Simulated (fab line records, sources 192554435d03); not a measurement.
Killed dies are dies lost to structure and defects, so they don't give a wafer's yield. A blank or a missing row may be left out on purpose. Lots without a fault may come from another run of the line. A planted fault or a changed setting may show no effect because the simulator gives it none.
Chamber matching | flow n5_finfet | N5_BEOL_M1_CO_CAP_55 on cvd_co-02: 3 sister chambers
The step material Co, precursor CCTBA/H2, target thk 2 nm, time 102.1 s. 16 wafers are shown with their chamber, then 8 later ones without.

WAFERS WITH THEIR CHAMBER
wafer  | chamber | heater_power_w (W)
L470.2 | 1       | 273
L470.5 | 2       | 210
L470.6 | 0       | 227
L477.1 | 1       | 283
L477.3 | 0       | 226
L477.6 | 1       | 276
L479.1 | 2       | 207
L479.4 | 0       | 230
L479.6 | 1       | 272
L481.2 | 2       | 204
L481.3 | 0       | 231
L481.6 | 2       | 209
L488.1 | 0       | 236
L488.2 | 2       | 207
L488.5 | 1       | 276
L489.1 | 0       | 227

SIGNATURES (means of the wafers above)
reading        | chamber 0 | chamber 1 | chamber 2 | scatter within a chamber
heater_power_w | 229.50    | 276.00    | 207.40    | 3.56
Rule: a wafer's distance from a chamber is the root of the sum, over the readings, of the square of ((its reading less the chamber's mean) divided by the reading's scatter). The wafer belongs to the nearest chamber; if the next one is less than 2 further off, it can't be placed. The scatter: the root of (the sum of the squares of (reading less its chamber's mean) over the shown wafers, divided by (wafers less chambers)).

WAFERS WITHOUT THEIR CHAMBER
wafer  | heater_power_w (W)
L489.3 | 270
L489.5 | 210
L492.1 | 226
L492.2 | 283
L492.3 | 210
L490.1 | 272
L490.4 | 205
L490.5 | 279

WHICH CHAMBER EACH WENT THROUGH
wafer  | from the rows above | in truth
L489.3 | 1                   | 1
L489.5 | 2                   | 2
L492.1 | 0                   | 0
L492.2 | 1                   | 1
L492.3 | 2                   | 2
L490.1 | 1                   | 1
L490.4 | 2                   | 2
L490.5 | 1                   | 1
Placed correctly: 8 of 8. Can't be placed from these rows: 0. Placed wrongly: 0.
